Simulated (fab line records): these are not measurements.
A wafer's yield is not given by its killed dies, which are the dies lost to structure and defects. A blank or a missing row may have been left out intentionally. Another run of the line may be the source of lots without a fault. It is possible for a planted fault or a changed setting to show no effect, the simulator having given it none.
Which tool was responsible? / flow n5_finfet / Sampling: 10 lots, 30 wafers, 3 of 1938 route steps

WHAT THE GAUGES SHOWED, per wafer
N5_BEOL_M11_INSPECT_30: inspects for defects (brightfield). Usual: raw_defect_count 422, standard deviation 100.
lot=L708; measured=day 12 07:11; on=defect_inspect-02; raw_defect_count=377 341 565; flag=
lot=L709; measured=day 13 14:54; on=defect_inspect-01; raw_defect_count=508 378 383; flag=
lot=L712; measured=day 13 20:41; on=defect_inspect-01; raw_defect_count=379 489 352; flag=
lot=L713; measured=day 13 20:54; on=defect_inspect-01; raw_defect_count=324 365 302; flag=
lot=L714; measured=day 14 09:11; on=defect_inspect-01; raw_defect_count=317 342 407; flag=
lot=L718; measured=day 14 21:47; on=defect_inspect-02; raw_defect_count=346 384 401; flag=
lot=L719; measured=day 15 11:41; on=defect_inspect-02; raw_defect_count=654 733 772; flag=
lot=L729; measured=day 18 03:02; on=defect_inspect-02; raw_defect_count=313 433 427; flag=
lot=L728; measured=day 18 03:13; on=defect_inspect-01; raw_defect_count=482 641 597; flag=
lot=L731; measured=day 18 13:26; on=defect_inspect-01; raw_defect_count=283 334 294; flag=

WHAT TOOL EACH LOT RAN ON (gives the tool, then ch and the chambers of the sampled wafers, and finally the start)
lot=L708; N5_BEOL_M11_ILD_DEP_00=pecvd-01 ch 0,1,2, day 12 02:32; N5_BEOL_M11_HM_OPEN_17=rie_metal-03 ch 0, day 12 05:38
lot=L709; N5_BEOL_M11_ILD_DEP_00=pecvd-01 ch 0,2, day 13 09:20; N5_BEOL_M11_HM_OPEN_17=rie_metal-01 ch 0,1, day 13 12:58
lot=L712; N5_BEOL_M11_ILD_DEP_00=pecvd-01 ch 0,2, day 13 16:53; N5_BEOL_M11_HM_OPEN_17=rie_metal-02 ch 0,1, day 13 20:02
lot=L713; N5_BEOL_M11_ILD_DEP_00=pecvd-04 ch 0,1,2, day 13 17:22; N5_BEOL_M11_HM_OPEN_17=rie_metal-01 ch 0,1, day 13 20:16
lot=L714; N5_BEOL_M11_ILD_DEP_00=pecvd-02 ch 0,2, day 14 06:10; N5_BEOL_M11_HM_OPEN_17=rie_metal-03 ch 1, day 14 08:04
lot=L718; N5_BEOL_M11_ILD_DEP_00=pecvd-01 ch 0,1,2, day 14 16:36; N5_BEOL_M11_HM_OPEN_17=rie_metal-03 ch 0, day 14 20:09
lot=L719; N5_BEOL_M11_ILD_DEP_00=pecvd-02 ch 0,1,2, day 15 05:09; N5_BEOL_M11_HM_OPEN_17=rie_metal-03 ch 0,1, day 15 08:13
lot=L729; N5_BEOL_M11_ILD_DEP_00=pecvd-01 ch 1,2, day 17 21:18; N5_BEOL_M11_HM_OPEN_17=rie_metal-01 ch 0,1, day 18 01:10
lot=L728; N5_BEOL_M11_ILD_DEP_00=pecvd-04 ch 0,2, day 17 22:23; N5_BEOL_M11_HM_OPEN_17=rie_metal-01 ch 0,1, day 18 01:26
lot=L731; N5_BEOL_M11_ILD_DEP_00=pecvd-04 ch 1,2, day 18 05:51; N5_BEOL_M11_HM_OPEN_17=rie_metal-01 ch 0, day 18 09:55
- N5_BEOL_M11_ILD_DEP_00: deposits SiCOH lowk from DEMS/porogen, target thk 308.51 nm, time 58 s.
- N5_BEOL_M11_HM_OPEN_17: chemistry Cl2/BCl3, target TiN, target depth 20 nm, overetch 6 nm.

WHAT THE TOOLS THEMSELVES READ (means of the sampled wafers that have a number; where no wafer has one, the mark that the record gives instead)
N5_BEOL_M11_ILD_DEP_00. Usual: heater_power_w 319 W, standard deviation 53; showerhead_plenum_p_Torr 5.750 Torr, standard deviation 0.022; throttle_valve_pct 13.8 %, standard deviation 0.84.
lot=L708; tool=pecvd-01; heater_power_w (W)=305; showerhead_plenum_p_Torr (Torr)=5.760; throttle_valve_pct (%)=13.7; flag=
lot=L709; tool=pecvd-01; heater_power_w (W)=324; showerhead_plenum_p_Torr (Torr)=5.758; throttle_valve_pct (%)=13.0; flag=
lot=L712; tool=pecvd-01; heater_power_w (W)=315; showerhead_plenum_p_Torr (Torr)=5.755; throttle_valve_pct (%)=12.9; flag=
lot=L713; tool=pecvd-04; heater_power_w (W)=352; showerhead_plenum_p_Torr (Torr)=5.743; throttle_valve_pct (%)=13.6; flag=
lot=L714; tool=pecvd-02; heater_power_w (W)=282; showerhead_plenum_p_Torr (Torr)=5.754; throttle_valve_pct (%)=14.3; flag=
lot=L718; tool=pecvd-01; heater_power_w (W)=304; showerhead_plenum_p_Torr (Torr)=5.761; throttle_valve_pct (%)=13.7; flag=
lot=L719; tool=pecvd-02; heater_power_w (W)=308; showerhead_plenum_p_Torr (Torr)=5.741; throttle_valve_pct (%)=13.9; flag=
lot=L729; tool=pecvd-01; heater_power_w (W)=291; showerhead_plenum_p_Torr (Torr)=5.771; throttle_valve_pct (%)=14.5; flag=
lot=L728; tool=pecvd-04; heater_power_w (W)=392; showerhead_plenum_p_Torr (Torr)=5.755; throttle_valve_pct (%)=13.7; flag=
lot=L731; tool=pecvd-04; heater_power_w (W)=346; showerhead_plenum_p_Torr (Torr)=5.726; throttle_valve_pct (%)=13.3; flag=

N5_BEOL_M11_HM_OPEN_17. Usual: drypump_motor_current_A 5.2 A, standard deviation 0.35; oes_product_au 0.71 a.u., standard deviation 0.041; throttle_valve_pct 22.19 %, standard deviation 0.23.
lot=L708; tool=rie_metal-03; drypump_motor_current_A (A)=5.0; oes_product_au (a.u.)=0.71; throttle_valve_pct (%)=21.96; flag=
lot=L709; tool=rie_metal-01; drypump_motor_current_A (A)=5.3; oes_product_au (a.u.)=0.76; throttle_valve_pct (%)=22.40; flag=
lot=L712; tool=rie_metal-02; drypump_motor_current_A (A)=5.6; oes_product_au (a.u.)=0.69; throttle_valve_pct (%)=21.83; flag=
lot=L713; tool=rie_metal-01; drypump_motor_current_A (A)=5.1; oes_product_au (a.u.)=0.77; throttle_valve_pct (%)=22.33; flag=
lot=L714; tool=rie_metal-03; drypump_motor_current_A (A)=5.3; oes_product_au (a.u.)=0.65; throttle_valve_pct (%)=22.23; flag=
lot=L718; tool=rie_metal-03; drypump_motor_current_A (A)=5.0; oes_product_au (a.u.)=0.69; throttle_valve_pct (%)=21.97; flag=
lot=L719; tool=rie_metal-03; drypump_motor_current_A (A)=5.3; oes_product_au (a.u.)=0.67; throttle_valve_pct (%)=22.13; flag=
lot=L729; tool=rie_metal-01; drypump_motor_current_A (A)=5.1; oes_product_au (a.u.)=0.72; throttle_valve_pct (%)=22.36; flag=
lot=L728; tool=rie_metal-01; drypump_motor_current_A (A)=5.1; oes_product_au (a.u.)=0.73; throttle_valve_pct (%)=22.35; flag=
lot=L731; tool=rie_metal-01; drypump_motor_current_A (A)=4.8; oes_product_au (a.u.)=0.73; throttle_valve_pct (%)=22.28; flag=

THE ANSWER, worked out from the rows above alone
Rule: a lot counts as off when the mean over its wafers that have a number is more than 3 standard deviations away from the usual mean. A lot without any number at a reading at which 4 lots or more have one is off too. The other lots that the step has rows for count as sound. Order of review: gauges by route order, followed by the tools' own readings, for which a lot's mean as printed above is used. At the first step where some lot is off, the reading lying furthest off is the one used; lots without a number count as furthest.
Across all readings shown, no lot is off: no conclusion can be drawn from this.

WHAT THE SIMULATOR HAD INSERTED
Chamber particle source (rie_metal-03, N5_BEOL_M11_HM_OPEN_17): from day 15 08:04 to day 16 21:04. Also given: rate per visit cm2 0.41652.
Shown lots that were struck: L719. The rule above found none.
